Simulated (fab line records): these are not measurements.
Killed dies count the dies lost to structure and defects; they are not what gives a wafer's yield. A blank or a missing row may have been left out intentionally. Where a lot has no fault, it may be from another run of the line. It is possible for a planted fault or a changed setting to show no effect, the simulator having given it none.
Matching of chambers ; flow n5-finfet ; N5_BEOL_M3_STRIP_36 on rie-diel-02: 4 sister chambers
The step strips in N2/H2. 4 wafers are shown with their chamber, then 9 later ones without.

WAFERS WITH THEIR CHAMBER
wafer;chamber;showerhead-plenum-p-Torr (Torr)
L083.4;0;2.55
L083.6;3;2.47
L086.1;1;2.69
L086.5;2;2.57

WAFERS WITHOUT THEIR CHAMBER
wafer;showerhead-plenum-p-Torr (Torr)
L088.1;2.46
L088.4;2.55
L088.6;2.69
L091.2;2.55
L091.3;2.56
L091.4;2.69
L093.2;2.55
L093.3;2.46
L093.4;2.69

THE CHAMBER EACH PASSED THROUGH
wafer;from the rows above;in truth
L088.1;3;3
L088.4;0;0
L088.6;1;1
L091.2;0;0
L091.3;can't be placed: 2 or 0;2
L091.4;1;1
L093.2;0;0
L093.3;3;3
L093.4;1;1
Correct placement for 8 of the 9. From these rows, 1 cannot be placed; in 1 the true chamber is one of the candidates. 0 placed wrongly.
How it was worked out, from the rows above alone: a wafer's distance from a chamber is the root of the sum, over the readings, of the square of ((its reading less the chamber's mean) divided by the reading's scatter). The wafer belongs to the nearest chamber; if the next one is less than 2 further off, it can't be placed. For every chamber, the mean is computed from those of its wafers that are shown. The scatter: root of mean squared gap, hidden wafer to nearest shown wafer, with one shown wafer a chamber.
